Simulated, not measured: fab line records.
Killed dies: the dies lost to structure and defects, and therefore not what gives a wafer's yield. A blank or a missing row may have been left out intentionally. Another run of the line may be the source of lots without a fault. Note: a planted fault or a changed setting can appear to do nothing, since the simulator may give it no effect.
fab line records | flow nandHarc
record lots=11 wafers=33 lastDay=33
route steps=1302 shown A_M0@1151 A_M1@1181 END@1302
lots untouched by any fault: they come from a run of this same line in which no faults occurred
startH: start of the lot's first displayed wafer, in hours after the record's first day | waitH: hours from the lot's prior step to this one | " repeats the value in the row above | L1.1+2: a single row standing in for several wafers | - either no value or no given start | * or withheld: withheld | < > ~ a bound
route shown NAME@n: NAME is a module with steps in the file, n the number in the route of the first one | usual: average and standard deviation across the fault-free wafers | same: alike in all rows | chamber/n: place in a boat | sites: per-site readings | _std_site: standard deviation across them | _edge_site: outer sites' mean less inner sites' | radiusMm: how far each site lies from the wafer's centre | mask NAME#n: copy n | behind: tool/chamber where the wafer was last shaped | hold: why the lot went on hold/how many hours it stayed there/how the hold came to an end | device: names the non-switching transistor (n, p or np) | end of line: tests run on the same wafers once the route is complete | a step given without rows: its recipe and nothing more | killed: at the first sort, the dies lost to defects and structure; wafer yield is something else | map: per-die view of a wafer (x killed, . not killed, _ where there is no die)
set.NAME: the setting as run; set.NAME@STEP: as run at that earlier step | model.NAME: the simulator's own value behind a step, which no gauge read
one table for each step of the route and one row for each wafer, over a sample of lots
services: from which hour (startH, from the record's first day; less than 0 if before it) a tool's chamber was out of use, for how many hours, and why
## steps
# step NHARC_A_M0_ETCH_34
# recipe targetDepthA=400 overetchA=120 timeS=43.94 ionEnergyEv=200 n2FlowSccm=150 h2FlowSccm=150 arFlowSccm=0 rfW=400 biasW=150 chemistry=N2/H2
# usual drypumpMotorCurrentA=6.02/0.28 mfcArSccm=0.011/0.011 oesProductAu=1.000/0.015 rfVppV=430.9/2.5 showerheadPlenumPTorr=2.05/0.079 throttleValvePct=14.170/0.0089
# columns lot.wafer tool chamber startH waitH drypumpMotorCurrentA mfcArSccm oesProductAu rfHoursCounterH rfVppV showerheadPlenumPTorr throttleValvePct
L637.3 rieDiel-06 1 509.92 0.1 6.21 0.006 1.002 1.3 428.5 2.01 14.175
L637.5 " 1 " " 6.21 0.006 0.996 - 430.7 2.02 14.178
L637.6 " 2 " " 6.21 0.021 0.983 - 427.5 1.92 14.166
L638.2 rieDiel-06 2 529.68 0.1 6.23 0.021 0.978 1.9 427.4 1.92 14.154
L638.1 " 0 " " 6.01 0.022 0.997 1.2 431.4 2.06 14.168
L638.5 " 1 " " 6.20 0.006 0.966 - 431.0 2.01 14.180
L639.3 rieDiel-01 2 532.12 0.1 5.74 0 1.018 7.9 434.4 2.17 14.170
L639.1 " 3 " " 5.87 0 1.025 7.6 431.6 2.02 14.178
L639.6 " 1 " " 5.97 0.021 0.979 - 434.8 2.13 14.167
L642.2 rieDiel-11 3 561.75 0.1 5.34 0.020 0.997 6.1 431.2 2.10 14.181
L642.3 " 1 " " 5.62 0 0.999 5.7 435.6 2.17 14.157
L642.5 " 3 " " 5.36 0.020 0.994 - 432.8 2.10 14.178
L641.2 rieDiel-06 2 563.64 0.1 6.25 0.021 0.998 3.8 427.4 1.92 14.170
L641.4 " 3 " " 6.30 0 1.006 3.5 430.7 2.10 14.175
L641.5 " 2 " " 6.27 0.021 0.994 - 426.8 1.92 14.168
L645.4 rieDiel-01 3 598.56 0.1 5.82 0 1.030 2.9 428.9 2.02 14.172
L645.6 " 3 " " 5.84 0 1.028 - 428.3 2.02 14.187
L645.5 " 0 " " 6.38 0.030 0.999 - 426.9 1.94 14.164
L650.1 rieDiel-11 1 647.69 0.1 5.59 0 1.004 2.6 432.8 2.17 14.168
L650.4 " 3 " " 5.36 0.020 0.989 2.7 430.9 2.10 14.186
L650.3 " 0 " " 6.12 0 0.991 3.1 432.0 2.09 14.183
L651.1 rieDiel-01 2 650.12 0.1 5.72 0 0.999 4.3 434.0 2.17 14.171
L651.4 " 3 " " 5.87 0 1.032 4.6 431.3 2.02 14.179
L651.2 " 1 " " 6.03 0.021 0.973 4.6 433.0 2.13 14.168
L654.4 rieDiel-01 0 669.12 0.1 6.41 0.030 1.001 5.0 428.2 1.94 14.177
L654.1 " 1 " " 5.97 0.021 0.975 5.8 433.6 2.13 14.170
L654.6 " 0 " " 6.41 0.030 1.013 - 428.8 1.94 14.175
L658.2 rieDiel-01 3 725.91 0.1 5.84 0 1.021 8.8 428.2 2.01 14.149
L658.4 " 1 " " 6.01 0.021 0.974 9.6 433.4 2.13 14.158
L658.5 " 3 " " 5.85 0 1.025 - 430.1 2.01 14.174
L660.3 rieDiel-11 3 743.50 0.1 5.36 0.020 0.987 10.7 433.5 2.09 14.157
L660.2 " 1 " " 5.58 0 1.016 10.3 435.7 2.17 14.159
L660.6 " 3 " " 5.34 0.020 0.992 - 431.2 2.09 14.177
# step NHARC_A_M0_PRE_CLEAN_31
# recipe timeS=12 tempC=370 rfPowerW=300 gas=NH3
# usual heaterPowerW=634/75
# columns lot.wafer tool chamber startH waitH heaterPowerW
L637.3 pecvd-04 2 512.39 0.1 540
L637.6 " 2 " " 542
L637.5 " 0 " " 691
L638.2 pecvd-02 0 532.13 0.1 696
L638.1 " 1 " " 720
L638.5 " 1 " " 719
L639.3 pecvd-02 1 534.64 0.1 730
L639.1 " 2 " " 683
L639.6 " 2 " " 691
L642.2 pecvd-03 2 564.22 0.1 562
L642.3 " 0 " " 625
L642.5 " 1 " " 665
L641.2 pecvd-03 0 566.13 0.1 672
L641.4 " 2 " " 581
L641.5 " 0 " " 661
L645.4 pecvd-03 1 601.17 0.2 617
L645.5 " 2 " " 577
L645.6 " 0 " " 663
L650.3 pecvd-03 1 650.16 0.1 648
L650.1 " 2 " " 559
L650.4 " 0 " " 678
L651.1 pecvd-03 0 652.57 0.1 659
L651.2 " 2 " " 571
L651.4 " 1 " " 706
L654.1 pecvd-04 0 671.59 0.1 659
L654.4 " 2 " " 594
L654.6 " 0 " " 643
L658.2 pecvd-04 1 728.38 0.1 557
L658.4 " 1 " " 568
L658.5 " 0 " " 698
L660.3 pecvd-02 2 746.13 0.1 706
L660.2 " 0 " " 695
L660.6 " 2 " " 715
# step NHARC_A_M1_INSPECT_11
# usual rawDefectCount=83/39
# columns lot.wafer tool chamber startH waitH rawDefectCount
L637.3 defectInspect-01 - 513.81 0.0 70
L637.5 " - " " 55
L637.6 " - " " 61
L638.1 defectInspect-02 - 533.45 0.0 57
L638.2 " - " " 64
L638.5 " - " " 56
L639.1 defectInspect-02 - 536.08 0.0 142
L639.3 " - " " 153
L639.6 " - " " 164
L642.2 defectInspect-02 - 565.53 0.0 27
L642.3 " - " " 26
L642.5 " - " " 28
L641.2 defectInspect-01 - 567.57 0.0 135
L641.4 " - " " 142
L641.5 " - " " 133
L645.4 defectInspect-02 - 602.77 0.0 120
L645.5 " - " " 116
L645.6 " - " " 114
L650.1 defectInspect-01 - 651.60 0.0 74
L650.3 " - " " 70
L650.4 " - " " 946
L651.1 defectInspect-02 - 654.02 0.0 967
L651.2 " - " " 110
L651.4 " - " " 83
L654.1 defectInspect-01 - 673.02 0.0 63
L654.4 " - " " 70
L654.6 " - " " 75
L658.2 defectInspect-02 - 729.82 0.0 82
L658.4 " - " " 78
L658.5 " - " " 83
L660.2 defectInspect-02 - 747.46 0.0 132
L660.3 " - " " 124
L660.6 " - " " 125
# step NHARC_A_M1_PVD_20
# recipe targetThkA=50 biasV=168.6 powerW=15000 chamberPressurePa=0.12 timeS=8.06 substrateTempC=50 material=TaN
# usual throttleValvePct=30.2/1.1
# columns lot.wafer tool chamber startH waitH throttleValvePct
L637.3 pvdSputter-02 - - - 30.6
L637.6 " - " " 28.1
L637.5 " - " " 29.8
L638.2 pvdSputter-01 - - - 31.6
L638.1 " - " " 31.7
L638.5 " - " " 31.2
L639.3 pvdSputter-01 - - - 31.6
L639.1 " - " " 29.9
L639.6 " - " " 31.4
L642.3 pvdSputter-03 - - - 30.5
L642.2 " - " " 28.0
L642.5 " - " " 30.6
L641.4 pvdSputter-01 - - - 30.0
L641.2 " - " " 31.8
L641.5 " - " " 31.6
L645.4 pvdSputter-01 - - - 30.5
L645.5 " - " " 31.4
L645.6 " - " " 30.1
L650.4 pvdSputter-03 - - - 28.0
L650.1 " - " " 30.2
L650.3 " - " " 29.6
L651.1 pvdSputter-03 - - - 30.6
L651.4 " - " " 30.5
L651.2 " - " " 28.1
L654.4 pvdSputter-03 - - - 29.9
L654.1 " - " " 30.8
L654.6 " - " " 30.7
L658.2 pvdSputter-01 - - - 31.3
L658.4 " - " " 31.6
L658.5 " - " " 30.8
L660.2 pvdSputter-03 - - - 30.4
L660.3 " - " " 30.4
L660.6 " - " " 30.5
# step NHARC_A_M1_PVD_21
# recipe targetThkA=300 chamberPressurePa=5 powerW=5000 substrateTempC=30 timeS=20.49 material=Cu
# usual throttleValvePct=30.2/1.1
# columns lot.wafer tool chamber startH waitH throttleValvePct
L637.3 pvdSputter-02 - - - 30.0
L637.5 " - " " 30.8
L637.6 " - " " 30.5
L638.2 pvdSputter-01 - - - 29.9
L638.1 " - " " 31.6
L638.5 " - " " 29.9
L639.1 pvdSputter-01 - - - 30.8
L639.3 " - " " 30.1
L639.6 " - " " 31.4
L642.3 pvdSputter-03 - - - 30.6
L642.2 " - " " 29.7
L642.5 " - " " 27.9
L641.2 pvdSputter-01 - - - 31.6
L641.4 " - " " 30.9
L641.5 " - " " 30.7
L645.4 pvdSputter-01 - - - 31.2
L645.6 " - " " 31.5
L645.5 " - " " 30.3
L650.4 pvdSputter-03 - - - 28.0
L650.1 " - " " 30.6
L650.3 " - " " 29.6
L651.2 pvdSputter-03 - - - 29.6
L651.4 " - " " 30.9
L651.1 " - " " 28.1
L654.4 pvdSputter-03 - - - 29.7
L654.1 " - " " 30.8
L654.6 " - " " 30.6
L658.2 pvdSputter-01 - - - 30.2
L658.4 " - " " 30.6
L658.5 " - " " 30.1
L660.3 pvdSputter-03 - - - 30.3
L660.2 " - " " 28.4
L660.6 " - " " 28.3
# step NHARC_END_SORT_01
# recipe tempC=25
# usual defectLimitedYield=91.7/2.5 killedAtArray=52/18 killedAtOther=1.0/1.4 killedAtPeriphery=3.1/2.3 killedDies=56/17 killedOpen=3.0/1.7 killedShort=2.5/1.7 sort_bin_2_pct=3.0/1.1 sort_bin_3_pct=0.6/0.36 sort_bin_4_pct=4.8/1.4 sortNPass=621/17 sortRimYieldPct=91/4.6 sortYieldPct=91.7/2.5
# same grossDies=677 sort_bin_5_pct[%]=0 sort_bin_6_pct[%]=0 sort_bin_7_pct[%]=0 sort_bin_8_pct[%]=0 sortRimNGross=106.00
# columns lot.wafer tool chamber startH waitH defectLimitedYield[%] killedAtArray killedAtOther killedAtPeriphery killedDies killedOpen killedShort sort_bin_2_pct[%] sort_bin_3_pct[%] sort_bin_4_pct[%] sortNPass sortRimYieldPct[%] sortYieldPct[%]
L642.2 prober-02 0 604.71 2.8 95.4 28 1 2 31 3 4 2.2 0.1 2.2 646 95 95.4
L642.3 prober-02 0 605.52 3.1 95.6 28 0 2 30 4 4 1.3 0.1 3.0 647 97 95.6
L642.5 prober-02 0 607.14 3.7 95.9 25 2 1 28 1 1 1.2 0.3 2.7 649 93 95.9
L651.1 prober-01 0 683.59 2.6 82.0 119 1 2 122 1 1 9.5 3.7 4.9 555 95 82.0
L651.2 prober-01 0 684.39 2.8 90.5 59 1 4 64 1 2 3.0 1.5 5.0 613 78 90.5
L651.4 prober-01 0 685.99 3.4 89.1 67 4 3 74 4 0 3.2 0.6 7.1 603 92 89.1
L650.1 prober-01 0 691.42 2.5 90.8 58 0 4 62 5 3 3.2 0.4 5.5 615 90 90.8
L650.3 prober-01 0 693.01 3.1 90.8 54 0 8 62 3 4 3.7 0.3 5.2 615 89 90.8
L650.4 prober-01 0 693.81 3.4 79.3 137 0 3 140 5 3 8.1 4.6 8.0 537 88 79.3
# killed by level:class
L642.2 A_CHANNEL_HOLE_D2:chamberFilmFlake=12 A_CHANNEL_HOLE_D1:chamberFilmFlake=5 A_STAIRCASE:chamberFilmFlake=3 A_ONON_D2:geometricParticle:short=2 P_M0:geometricParticle:short=1 A_ONON_D1:geometricParticle:short=1 A_ONON_D2:geometricParticle:open=1 A_CHANNEL_FILL_D2:geometricParticle:open=1
L642.3 A_CHANNEL_HOLE_D2:chamberFilmFlake=7 A_CHANNEL_HOLE_D1:chamberFilmFlake=6 A_CONTACT:chamberFilmFlake=4 A_STAIRCASE:chamberFilmFlake=3 P_M1:geometricParticle:short=1 A_ONON_D1:geometricParticle:open=1 A_DECK1_JOINT:geometricParticle:short=1 A_ONON_D2:geometricParticle:short=1
L642.5 A_STAIRCASE:chamberFilmFlake=8 A_CHANNEL_HOLE_D2:chamberFilmFlake=7 A_CONTACT:chamberFilmFlake=5 THIN_TSV:chamberFilmFlake=2 A_ONON_D1:geometricParticle:short=1 A_M0:geometricParticle:open=1 P_ZERO_WELL:chamberFilmFlake=1 A_CHANNEL_HOLE_D1:chamberFilmFlake=1
L651.1 A_M0:unspecified=86 A_CHANNEL_HOLE_D1:chamberFilmFlake=10 A_CHANNEL_HOLE_D2:chamberFilmFlake=9 A_CONTACT:chamberFilmFlake=5 A_STAIRCASE:chamberFilmFlake=4 P_M2:chamberFilmFlake=2 A_ZERO_WELL:chamberFilmFlake=2 A_CHANNEL_FILL_D2:geometricParticle:open=1
L651.2 A_CHANNEL_HOLE_D1:chamberFilmFlake=22 A_CHANNEL_HOLE_D2:chamberFilmFlake=21 A_CONTACT:chamberFilmFlake=5 A_ZERO_WELL:chamberFilmFlake=3 A_CHANNEL_FILL_D1:chamberFilmFlake=2 A_STAIRCASE:chamberFilmFlake=2 P_CONTACT:geometricParticle:open=1 A_CHANNEL_FILL_D1:geometricParticle:short=1
L651.4 A_CHANNEL_HOLE_D1:chamberFilmFlake=33 A_CHANNEL_HOLE_D2:chamberFilmFlake=15 A_M1:chamberFilmFlake=6 A_ZERO_WELL:chamberFilmFlake=4 A_CONTACT:chamberFilmFlake=3 P_M2:chamberFilmFlake=2 STARTING-WAFER:geometricParticle:open=2 A_STAIRCASE:chamberFilmFlake=2
L650.1 A_SLIT:chamberFilmFlake=33 A_CHANNEL_HOLE_D1:chamberFilmFlake=10 A_M1:chamberFilmFlake=3 A_STAIRCASE:chamberFilmFlake=3 A_CHANNEL_FILL_D1:geometricParticle:short=2 P_CONTACT:geometricParticle:open=1 P_M1:geometricParticle:open=1 A_ONON_D1:geometricParticle:short=1
L650.3 A_SLIT:chamberFilmFlake=33 A_CHANNEL_HOLE_D1:chamberFilmFlake=6 A_M1:chamberFilmFlake=4 A_CONTACT:chamberFilmFlake=3 P_CONTACT:geometricParticle:short=2 P_ZERO_WELL:chamberFilmFlake=2 P_GATE:chamberFilmFlake=2 A_STAIRCASE:chamberFilmFlake=2
L650.4 A_M0:unspecified=93 A_SLIT:chamberFilmFlake=28 A_CHANNEL_HOLE_D1:chamberFilmFlake=3 A_M1:chamberFilmFlake=3 A_CHANNEL_FILL_D1:geometricParticle:open=2 P_ZERO_WELL:chamberFilmFlake=2 P_CONTACT:geometricParticle:short=1 A_ONON_D2:geometricParticle:open=1
## services
# columns tool chamber startH hours kind
rieDiel-06 0 510.99 9.3 repair
rieDiel-11 - 511.59 0.4 repair
rieDiel-01 - 519.55 0.8 repair
rieDiel-01 0 523.28 1.8 repair
pvdSputter-03 - 526.01 10.0 pm
pecvd-03 - 547.96 13.0 pm
rieDiel-01 1 551.90 4.5 repair
rieDiel-01 - 557.80 9.0 pm
pecvd-04 - 575.74 1.2 repair
pvdSputter-01 - 582.00 10.0 pm
rieDiel-01 0 586.29 4.7 repair
pecvd-02 - 589.38 13.0 pm
rieDiel-01 3 592.66 5.8 repair
pvdSputter-01 - 596.59 5.1 repair
pvdSputter-01 - 681.77 2.2 repair
rieDiel-01 3 697.30 4.4 repair
pvdSputter-03 - 704.01 10.0 pm
rieDiel-01 0 705.24 4.0 repair
pecvd-03 0 726.25 8.9 repair
rieDiel-01 2 726.98 4.3 repair
rieDiel-01 1 728.06 8.6 repair
pecvd-03 - 728.96 13.0 pm
rieDiel-01 - 734.80 9.0 pm
rieDiel-01 - 746.66 0.6 repair
## key
firstSign step=NHARC_A_M1_INSPECT_11 reading=rawDefectCount direction=up sigmas=23 usual=83 struck=956
effect step=NHARC_END_SORT_01 reading=killedDies direction=up sigmas=4.4 usual=56 struck=131
moreKillsBornAt NHARC_A_M0_PRE_CLEAN_31@pecvd-03=179
metAt NHARC_A_M0_PRE_CLEAN_31
struckLots L650,L651
struckWafers L650.4,L651.1
notActingAt NHARC_A_M0_ETCH_34,NHARC_A_M1_PVD_20,NHARC_A_M1_PVD_21
onsetBetween 601.17 650.16
fault kind=chamberParticleSource tool=pecvd-03 chamber=0 onsetH=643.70 steps=NHARC_A_M0_PRE_CLEAN_31 ratePerVisitCm2=1.3495 endH=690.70
